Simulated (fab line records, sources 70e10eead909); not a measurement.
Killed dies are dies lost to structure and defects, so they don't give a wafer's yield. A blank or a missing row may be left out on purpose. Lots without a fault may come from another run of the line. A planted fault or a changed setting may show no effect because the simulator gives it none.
fab line records | flow nand_harc | part 1 of 2: steps 1 to 22 of 32
record lots=5 wafers=15 last_day=32
route steps=1302 shown P_BONDPAD@354
lots that met no fault: from a run of the same line without faults
start_h: hours from the record's first day to the start of the lot's first wafer shown | wait_h: hours since the lot's step before | " the same as in the row above | L1.1+2: a row that stands for several wafers | - no value, or no start given | * or withheld: withheld | < > ~ a bound
route shown NAME@n: a module of which the file shows steps, and the number in the route of the first | usual: mean/standard deviation of fault-free wafers | same: alike in all rows | chamber/n: place in a boat | sites: the reading at each site | _std_site: their standard deviation | _edge_site: outer sites' mean less inner sites' | radius_mm: how far each site lies from the wafer's centre | mask NAME#n: copy n | behind: the tool/chamber that last shaped the wafer | hold: why the lot was held/for how many hours/how that ended | device: the transistor (n, p or np) that didn't switch | end of line: the same wafers' tests at the end of the route | a step without rows: its recipe alone | killed: dies lost to structure and defects at the first sort, not the wafer's yield | map: a wafer's dies, x killed, . not, _ none there
set.NAME: the setting as run; set.NAME@STEP: as run at that earlier step | model.NAME: the simulator's own value behind a step, which no gauge read
lots at some steps of the route; a table a step, a row a wafer
services: from which hour (start_h, from the record's first day; less than 0 if before it) a tool's chamber was out of use, for how many hours, and why
## steps
# step NHARC_P_BONDPAD_SRD_34
# columns lot.wafer tool chamber start_h wait_h
L076.6+4+5 wet_bench-10 4,5,6 155.42 0.0
L082.2+5+1 wet_bench-08 1,2,5 224.01 0.0
L084.2+4+3 wet_bench-08 7,0,3 245.04 0.0
L092.3+6+1 wet_bench-10 3,4,0 309.46 0.0
L095.2+3+1 wet_bench-10 2,5,7 340.42 0.0
# step NHARC_P_BONDPAD_DEHYDRATE_01
# recipe temp_c=150 time_s=120
# usual resist_line_temp_C=23.01/0.12
# columns lot.wafer tool chamber start_h wait_h resist_line_temp_C
L076.4 litho_track-05 0 155.50 0.1 23.03
L076.5 " 0 " " 23.08
L076.6 " 0 " " 23.18
L082.1 litho_track-05 0 224.09 0.1 23.04
L082.2 " 0 " " 22.91
L082.5 " 0 " " 23.02
L084.2 litho_track-03 0 245.12 0.1 23.15
L084.3 " 0 " " 22.91
L084.4 " 0 " " 22.97
L092.1 litho_track-05 0 309.54 0.1 22.91
L092.3 " 0 " " 23.09
L092.6 " 0 " " 22.97
L095.1 litho_track-02 0 340.50 0.1 23.03
L095.2 " 0 " " 23.01
L095.3 " 0 " " 23.02
# step NHARC_P_BONDPAD_HMDS_02
# recipe time_s=30
# usual resist_line_temp_C=23.00/0.09
# columns lot.wafer tool chamber start_h wait_h resist_line_temp_C
L076.4 litho_track-05 0 - - 22.95
L076.5 " 0 " " 22.95
L076.6 " 0 " " 22.90
L082.1 litho_track-05 0 - - 22.95
L082.2 " 0 " " 23.05
L082.5 " 0 " " 22.94
L084.2 litho_track-03 0 - - 23.04
L084.3 " 0 " " 23.01
L084.4 " 0 " " 23.10
L092.1 litho_track-05 0 - - 22.92
L092.3 " 0 " " 23.08
L092.6 " 0 " " 22.96
L095.1 litho_track-02 0 - - 23.07
L095.2 " 0 " " 22.90
L095.3 " 0 " " 23.01
# step NHARC_P_BONDPAD_COAT_36
# recipe temp_c=200 time_s=65
# usual resist_line_temp_C=22.98/0.11
# columns lot.wafer tool chamber start_h wait_h resist_line_temp_C
L076.4 litho_track-05 0 - - 23.18
L076.5 " 0 " " 23.06
L076.6 " 0 " " 23.22
L082.1 litho_track-05 0 - - 22.91
L082.2 " 0 " " 22.97
L082.5 " 0 " " 22.83
L084.2 litho_track-03 0 - - 22.86
L084.3 " 0 " " 22.96
L084.4 " 0 " " 22.93
L092.1 litho_track-05 0 - - 23.04
L092.3 " 0 " " 23.13
L092.6 " 0 " " 23.08
L095.1 litho_track-02 0 - - 23.17
L095.2 " 0 " " 23.00
L095.3 " 0 " " 22.93
# step NHARC_P_BONDPAD_COAT_03
# recipe spin_rpm=2000 resist_thk_nm=600
# usual resist_line_temp_C=23.01/0.13 spin_speed_rpm=1999.9/1.1
# columns lot.wafer tool chamber start_h wait_h resist_line_temp_C spin_speed_rpm
L076.4 litho_track-05 0 - - 23.26 1998.4
L076.5 " 0 " " 23.17 1997.9
L076.6 " 0 " " 23.16 1998.9
L082.1 litho_track-05 0 - - 22.92 2000.1
L082.2 " 0 " " 22.99 1999.4
L082.5 " 0 " " 23.03 2000.6
L084.2 litho_track-03 0 - - 22.92 2001.2
L084.3 " 0 " " 22.98 1998.7
L084.4 " 0 " " 22.99 2001.0
L092.1 litho_track-05 0 - - 22.90 2000.3
L092.3 " 0 " " 22.92 2000.0
L092.6 " 0 " " 22.90 2001.5
L095.1 litho_track-02 0 - - 22.95 1998.8
L095.2 " 0 " " 22.97 1999.9
L095.3 " 0 " " 23.09 1998.4
# step NHARC_P_BONDPAD_SOFTBAKE_04
# recipe temp_c=125 time_s=70
# usual resist_line_temp_C=22.99/0.11
# columns lot.wafer tool chamber start_h wait_h resist_line_temp_C
L076.4 litho_track-05 0 - - 22.88
L076.5 " 0 " " 22.91
L076.6 " 0 " " 23.06
L082.1 litho_track-05 0 - - 22.91
L082.2 " 0 " " 23.02
L082.5 " 0 " " 23.05
L084.2 litho_track-03 0 - - 23.14
L084.3 " 0 " " 23.18
L084.4 " 0 " " 22.97
L092.1 litho_track-05 0 - - 22.98
L092.3 " 0 " " 23.05
L092.6 " 0 " " 22.93
L095.1 litho_track-02 0 - - 23.03
L095.2 " 0 " " 23.10
L095.3 " 0 " " 22.95
# step NHARC_P_BONDPAD_EBR_05
# usual resist_line_temp_C=23.02/0.11
# columns lot.wafer tool chamber start_h wait_h resist_line_temp_C
L076.4 litho_track-05 0 - - 23.07
L076.5 " 0 " " 22.92
L076.6 " 0 " " 22.90
L082.1 litho_track-05 0 - - 23.10
L082.2 " 0 " " 23.25
L082.5 " 0 " " 23.15
L084.2 litho_track-03 0 - - 22.85
L084.3 " 0 " " 23.03
L084.4 " 0 " " 23.04
L092.1 litho_track-05 0 - - 22.81
L092.3 " 0 " " 22.99
L092.6 " 0 " " 23.17
L095.1 litho_track-02 0 - - 23.11
L095.2 " 0 " " 23.04
L095.3 " 0 " " 23.16
# step NHARC_P_BONDPAD_EXPOSE_06
# recipe na=0.55 dose_mj=37.06 mask_id=P_BPAD
# columns lot.wafer tool chamber start_h wait_h mask
L076.4+5+6 krf_scanner-03 0 155.68 - P_BPAD#0
L082.1+2+5 krf_scanner-01 0 224.37 - P_BPAD#0
L084.2+3+4 krf_scanner-04 0 245.42 - P_BPAD#0
L092.1+3+6 krf_scanner-03 0 309.83 - P_BPAD#0
L095.1+2+3 krf_scanner-04 0 340.79 - P_BPAD#0
# step NHARC_P_BONDPAD_PEB_07
# recipe peb_temp_c=128 peb_time_s=80
# usual resist_line_temp_C=23.00/0.11
# columns lot.wafer tool chamber start_h wait_h resist_line_temp_C
L076.4 litho_track-03 0 155.73 0.0 22.99
L076.5 " 0 " " 22.95
L076.6 " 0 " " 22.99
L082.1 litho_track-05 0 224.44 0.1 23.05
L082.2 " 0 " " 23.24
L082.5 " 0 " " 23.08
L084.2 litho_track-03 0 245.48 0.1 23.11
L084.3 " 0 " " 22.99
L084.4 " 0 " " 23.10
L092.1 litho_track-03 0 309.90 0.1 22.89
L092.3 " 0 " " 22.87
L092.6 " 0 " " 22.83
L095.1 litho_track-05 0 340.85 0.1 22.93
L095.2 " 0 " " 23.05
L095.3 " 0 " " 22.90
# step NHARC_P_BONDPAD_DEVELOP_08
# recipe time_s=50 dev_temp_c=22
# usual resist_line_temp_C=23.00/0.11
# columns lot.wafer tool chamber start_h wait_h resist_line_temp_C
L076.4 litho_track-03 0 - - 23.15
L076.5 " 0 " " 22.86
L076.6 " 0 " " 22.89
L082.1 litho_track-05 0 - - 22.85
L082.2 " 0 " " 22.72
L082.5 " 0 " " 22.75
L084.2 litho_track-03 0 - - 22.88
L084.3 " 0 " " 23.11
L084.4 " 0 " " 22.93
L092.1 litho_track-03 0 - - 23.03
L092.3 " 0 " " 23.05
L092.6 " 0 " " 23.21
L095.1 litho_track-05 0 - - 23.07
L095.2 " 0 " " 22.96
L095.3 " 0 " " 23.06
# step NHARC_P_BONDPAD_CD_MEAS_09
# recipe target_cd_nm=500 landing_energy_ev=500
# usual cd_nm=499.8/1.4
# columns lot.wafer tool chamber start_h wait_h cd_nm
L076.4 cd_sem-01 0 155.82 - 499.2
L076.5 " 0 " " 501.9
L076.6 " 0 " " 500.5
L082.1 cd_sem-02 0 224.52 - 497.4
L082.2 " 0 " " 498.8
L082.5 " 0 " " 500.9
L084.2 cd_sem-02 0 245.57 - 500.4
L084.3 " 0 " " 501.4
L084.4 " 0 " " 498.0
L092.1 cd_sem-02 0 309.99 - 499.0
L092.3 " 0 " " 498.5
L092.6 " 0 " " 496.7
L095.1 cd_sem-02 0 340.94 - 498.7
L095.2 " 0 " " 500.1
L095.3 " 0 " " 500.1
# step NHARC_P_BONDPAD_OVL_MEAS_38
# usual overlay_x_nm=1/5.3 overlay_y_nm=0/5.6
# columns lot.wafer tool chamber start_h wait_h overlay_x_nm overlay_y_nm
L076.4 overlay-02 - 155.92 - 8 -8
L076.5 " - " " 8 -8
L076.6 " - " " 8 -8
L082.1 overlay-01 - 224.61 - 15 6
L082.2 " - " " 15 6
L082.5 " - " " 14 6
L084.2 overlay-01 - 245.65 - 7 0
L084.3 " - " " 7 0
L084.4 " - " " 7 0
L092.1 overlay-02 - 310.08 - -2 13
L092.3 " - " " -3 13
L092.6 " - " " -3 13
L095.1 overlay-01 - 341.03 - 3 -4
L095.2 " - " " 3 -4
L095.3 " - " " 3 -4
# step NHARC_P_BONDPAD_HARDBAKE_10
# recipe temp_c=118 time_s=65
# usual resist_line_temp_C=23.03/0.11
# columns lot.wafer tool chamber start_h wait_h resist_line_temp_C
L076.4 litho_track-05 0 155.97 0.1 23.14
L076.5 " 0 " " 23.05
L076.6 " 0 " " 22.95
L082.1 litho_track-05 0 224.66 0.0 23.08
L082.2 " 0 " " 23.13
L082.5 " 0 " " 23.07
L084.2 litho_track-03 0 245.70 0.0 23.15
L084.3 " 0 " " 23.23
L084.4 " 0 " " 23.11
L092.1 litho_track-02 0 310.13 0.0 23.10
L092.3 " 0 " " 23.18
L092.6 " 0 " " 23.21
L095.1 litho_track-05 0 341.07 0.0 23.00
L095.2 " 0 " " 23.10
L095.3 " 0 " " 23.04
# step NHARC_P_BONDPAD_DESCUM_11
# recipe time_s=3 o2_flow_sccm=200 ar_flow_sccm=0 bias_power_w=0 chemistry=O2
# usual drypump_motor_current_A=5.9/0.56 oes_product_au=1.000/0.0078 rf_vpp_V=57.8/0.92 showerhead_plenum_p_Torr=1.94/0.089 throttle_valve_pct=11.310/0.0088
# columns lot.wafer tool chamber start_h wait_h drypump_motor_current_A oes_product_au rf_hours_counter_h rf_vpp_V showerhead_plenum_p_Torr throttle_valve_pct
L076.4 rie_diel-04 1 156.06 - 5.4 0.993 5.4 57.4 1.93 11.314
L076.6 " 3 " " 6.7 1.009 - 58.3 1.86 11.310
L076.5 " 0 " " 5.4 0.993 - 57.6 2.01 11.308
L082.2 rie_diel-04 0 224.74 - 5.4 0.993 2.0 57.3 2.01 11.293
L082.1 " 1 " " 5.4 1.001 1.6 58.6 1.93 11.304
L082.5 " 2 " " 6.3 0.992 - 58.7 2.06 11.308
L084.2 rie_diel-05 1 245.78 - 6.4 1.005 0.1 58.2 2.03 11.313
L084.4 " 2 " " 6.0 0.994 0.1 56.1 1.79 11.309
L084.3 " 3 " " 5.5 0.991 0.2 56.5 1.95 11.314
L092.1 rie_diel-04 3 310.22 - 6.7 0.987 5.9 58.1 1.86 11.299
L092.3 " 0 " " 5.5 0.997 6.6 57.4 2.01 11.336
L092.6 " 2 " " 6.3 1.004 - 59.4 2.06 11.306
L095.3 rie_diel-04 2 341.15 - 6.3 1.001 8.0 57.9 2.06 11.303
L095.2 " 3 " " 6.7 0.996 7.6 57.6 1.86 11.316
L095.1 " 0 " " 5.4 1.001 8.1 58.7 2.01 11.297
# step NHARC_P_BONDPAD_ETCH_37
# recipe target_depth_a=600 overetch_a=180 time_s=65.91 ion_energy_ev=200 n2_flow_sccm=150 h2_flow_sccm=150 ar_flow_sccm=0 rf_w=400 bias_w=150 chemistry=N2/H2
# usual bias_w=150.0/0.44 drypump_motor_current_A=5.8/0.58 oes_product_au=0.999/0.0072 rf_vpp_V=431.4/2.8 showerhead_plenum_p_Torr=2.07/0.095 throttle_valve_pct=14.170/0.009
# columns lot.wafer tool chamber start_h wait_h bias_w drypump_motor_current_A oes_product_au rf_hours_counter_h rf_vpp_V showerhead_plenum_p_Torr throttle_valve_pct
L076.4 rie_diel-04 3 156.12 0.1 150.1 6.7 1.000 6.5 430.1 1.98 14.166
L076.6 " 3 " " 149.6 6.7 1.011 - 428.5 1.98 14.188
L076.5 " 0 " " 151.2 5.4 0.993 - 433.2 2.14 14.155
L082.2 rie_diel-04 1 224.84 0.1 150.5 5.4 1.003 1.6 430.7 2.06 14.168
L082.1 " 2 " " 149.7 6.3 0.998 1.4 434.5 2.20 14.158
L082.5 " 1 " " 150.0 5.4 1.006 - 430.4 2.06 14.172
L084.3 rie_diel-05 3 245.86 0.1 150.8 5.5 0.988 0.2 432.1 2.08 14.168
L084.4 " 0 " " 149.9 4.9 0.996 0.1 429.2 1.99 14.172
L084.2 " 2 " " 150.4 6.0 0.985 0.1 428.3 1.90 14.175
L092.3 rie_diel-04 3 310.29 0.1 150.1 6.7 0.999 5.9 429.9 1.98 14.172
L092.1 " 1 " " 149.7 5.4 0.999 5.8 429.9 2.06 14.158
L092.6 " 0 " " 150.3 5.4 1.005 - 433.6 2.14 14.180
L095.3 rie_diel-04 2 341.24 0.1 149.5 6.4 1.000 8.0 435.8 2.20 14.179
L095.1 " 3 " " 149.8 6.7 0.991 7.6 429.9 1.98 14.176
L095.2 " 1 " " 150.2 5.4 0.996 7.4 430.9 2.06 14.164
# step NHARC_P_BONDPAD_ETCH_12
# recipe target_depth_a=2000 time_s=100 chf3_flow_sccm=50 o2_flow_sccm=10 ar_flow_sccm=200 rf_w=500 bias_w=200 chemistry=CHF3/O2
# usual bias_w=200.1/0.59 drypump_motor_current_A=5.9/0.58 oes_product_au=0.944/0.023 rf_vpp_V=371.4/2.3 showerhead_plenum_p_Torr=2.44/0.11 throttle_valve_pct=20.573/0.0094
# columns lot.wafer tool chamber start_h wait_h bias_w drypump_motor_current_A oes_product_au rf_hours_counter_h rf_vpp_V showerhead_plenum_p_Torr throttle_valve_pct
L076.4 rie_diel-04 1 - - 199.6 5.4 0.925 5.4 369.3 2.42 20.563
L076.5 " 2 " " 200.3 6.3 0.924 - 374.1 2.58 20.554
L076.6 " 3 " " 199.8 6.7 0.922 - 368.5 2.34 20.579
L082.2 rie_diel-04 1 - - 199.7 5.4 0.964 1.6 370.6 2.42 20.568
L082.1 " 2 " " 200.6 6.3 0.955 1.5 374.1 2.58 20.564
L082.5 " 1 " " 199.3 5.4 0.967 - 371.9 2.42 20.579
L084.2 rie_diel-05 0 - - 200.0 4.9 0.970 0.2 369.6 2.35 20.566
L084.3 " 1 " " 200.1 6.4 0.964 0.1 372.1 2.54 20.572
L084.4 " 2 " " 200.9 6.0 0.954 0.1 368.6 2.25 20.585
L092.1 rie_diel-04 1 - - 200.4 5.4 0.937 5.8 370.2 2.42 20.566
L092.3 " 0 " " 200.7 5.4 0.926 6.6 374.1 2.51 20.560
L092.6 " 2 " " 200.5 6.3 0.930 - 372.4 2.58 20.559
L095.2 rie_diel-04 3 - - 201.3 6.6 0.964 7.7 368.8 2.34 20.563
L095.3 " 1 " " 199.3 5.4 0.978 7.4 371.1 2.42 20.580
L095.1 " 2 " " 200.0 6.3 0.961 8.0 373.7 2.58 20.573
# step NHARC_P_BONDPAD_CD_MEAS_13
# usual cd_nm=499.4/1.5
# columns lot.wafer tool chamber start_h wait_h cd_nm
L076.4 cd_sem-01 - 156.36 - 498.6
L076.5 " - " " 501.2
L076.6 " - " " 499.4
L082.1 cd_sem-02 - 225.10 - 497.0
L082.2 " - " " 498.5
L082.5 " - " " 500.6
L084.2 cd_sem-03 - 246.09 - 501.1
L084.3 " - " " 501.6
L084.4 " - " " 497.7
L092.1 cd_sem-01 - 310.53 - 498.5
L092.3 " - " " 497.5
L092.6 " - " " 495.5
L095.1 cd_sem-02 - 341.47 - 499.1
L095.2 " - " " 500.1
L095.3 " - " " 499.6
# step NHARC_P_BONDPAD_STRIP_15
# recipe o2_flow_sccm=500 ar_flow_sccm=0 bias_w=0 chemistry=O2
# usual drypump_motor_current_A=6.0/0.52 oes_product_au=0.999/0.007 rf_vpp_V=57.7/0.89 showerhead_plenum_p_Torr=3.59/0.15 throttle_valve_pct=17.037/0.0086
# same bias_w=0
# columns lot.wafer tool chamber start_h wait_h drypump_motor_current_A oes_product_au rf_hours_counter_h rf_vpp_V showerhead_plenum_p_Torr throttle_valve_pct
L076.4 rie_diel-05 0 156.44 0.1 4.9 0.993 3 57.7 3.46 17.029
L076.5 " 3 " " 5.6 0.989 - 58.8 3.59 17.039
L076.6 " 0 " " 4.9 0.992 - 57.6 3.46 17.029
L082.2 rie_diel-05 3 225.17 0.1 5.5 1.002 4 58.0 3.59 17.022
L082.1 " 2 " " 6.0 0.993 4 57.8 3.31 17.034
L082.5 " 3 " " 5.5 0.993 - 56.7 3.59 17.036
L084.2 rie_diel-09 2 246.17 0.1 6.2 1.007 7 59.1 3.54 17.037
L084.3 " 3 " " 6.2 0.993 7 57.5 3.72 17.035
L084.4 " 1 " " 6.7 1.001 8 58.0 3.41 17.054
L092.1 rie_diel-09 2 310.62 0.1 6.2 0.997 11 57.0 3.54 17.040
L092.3 " 3 " " 6.3 1.002 10 58.9 3.72 17.049
L092.6 " 2 " " 6.2 0.997 - 56.9 3.54 17.030
L095.2 rie_diel-09 1 341.54 0.1 6.7 1.005 0 57.9 3.40 17.039
L095.1 " 2 " " 6.2 1.002 0 57.0 3.54 17.038
L095.3 " 0 " " 5.7 0.994 0 59.4 3.78 17.029
# step NHARC_P_BONDPAD_ETCH_24
# recipe target_depth_a=300 over_etch_frac=0.3 time_s=72.99 ion_energy_ev=150 cf4_flow_sccm=50 n2_flow_sccm=100 ar_flow_sccm=150 rf_w=300 bias_w=100 chemistry=CF4/N2
# usual bias_w=100.01/0.29 drypump_motor_current_A=5.9/0.54 oes_product_au=0.998/0.0068 rf_vpp_V=315.0/2.1 showerhead_plenum_p_Torr=2.67/0.11 throttle_valve_pct=19.794/0.0099
# columns lot.wafer tool chamber start_h wait_h bias_w drypump_motor_current_A oes_product_au rf_hours_counter_h rf_vpp_V showerhead_plenum_p_Torr throttle_valve_pct
L076.4 rie_diel-05 3 - - 100.24 5.5 0.988 2 317.2 2.67 19.781
L076.5 " 0 " " 100.10 4.9 1.005 - 314.1 2.57 19.809
L076.6 " 1 " " 99.93 6.4 1.003 - 317.7 2.78 19.785
L082.1 rie_diel-05 0 - - 100.44 4.9 1.002 4 312.8 2.57 19.796
L082.2 " 2 " " 99.70 6.0 0.992 4 311.7 2.46 19.799
L082.5 " 3 " " 100.13 5.5 0.985 - 315.3 2.67 19.799
L084.2 rie_diel-09 2 - - 100.06 6.1 0.998 7 313.4 2.63 19.796
L084.4 " 3 " " 100.32 6.2 1.003 7 317.3 2.77 19.780
L084.3 " 0 " " 100.40 5.7 0.992 6 318.4 2.82 19.797
L092.1 rie_diel-09 2 - - 99.76 6.2 0.999 11 313.6 2.63 19.820
L092.3 " 3 " " 99.76 6.2 1.002 10 316.9 2.77 19.811
L092.6 " 3 " " 100.32 6.2 0.997 - 316.9 2.77 19.801
L095.3 rie_diel-09 1 341.72 0.1 100.12 6.7 1.010 0 312.1 2.53 19.782
L095.2 " 2 " " 99.94 6.2 0.991 0 314.2 2.63 19.792
L095.1 " 0 " " 99.84 5.7 0.991 0 317.1 2.81 19.786
# step NHARC_P_BONDPAD_STRIP_16
# recipe time_s=600 temp_c=30 chemistry=post_etch_residue_remover
# columns lot.wafer tool chamber start_h wait_h
L076.4+6+5 wet_bench-10 2,3,4 156.72 -
L082.5+1+2 wet_bench-10 6,0,1 225.46 -
L084.4+2+3 wet_bench-08 1,3,5 246.45 -
L092.3+6+1 wet_bench-08 5,1,2 310.89 -
L095.3+2+1 wet_bench-10 3,4,5 341.89 -
# step NHARC_P_BONDPAD_DEGAS_25
# recipe temp_c=300 time_s=60
# usual heater_power_w=462/57
# columns lot.wafer tool chamber start_h wait_h heater_power_w
L076.4 pvd_sputter-01 - 156.99 - 506
L076.6 " - " " 431
L076.5 " - " " 404
L082.2 pvd_sputter-02 - 225.73 - 478
L082.1 " - " " 408
L082.5 " - " " 453
L084.2 pvd_sputter-03 - 246.72 - 427
L084.4 " - " " 515
L084.3 " - " " 386
L092.1 pvd_sputter-03 - 311.16 - 531
L092.3 " - " " 437
L092.6 " - " " 521
L095.2 pvd_sputter-01 - 342.16 - 494
L095.3 " - " " 483
L095.1 " - " " 437
# step NHARC_P_BONDPAD_PRE_CLEAN_26
# recipe time_s=30 temp_c=280 gas=H2/He
# usual heater_power_w=406/49
# columns lot.wafer tool chamber start_h wait_h heater_power_w
L076.4 pvd_sputter-01 - - - 435
L076.5 " - " " 348
L076.6 " - " " 439
L082.1 pvd_sputter-02 - - - 534
L082.2 " - " " 376
L082.5 " - " " 374
L084.2 pvd_sputter-03 - - - 454
L084.3 " - " " 327
L084.4 " - " " 379
L092.3 pvd_sputter-03 - - - 335
L092.1 " - " " 404
L092.6 " - " " 334
L095.3 pvd_sputter-01 - - - 438
L095.2 " - " " 393
L095.1 " - " " 374
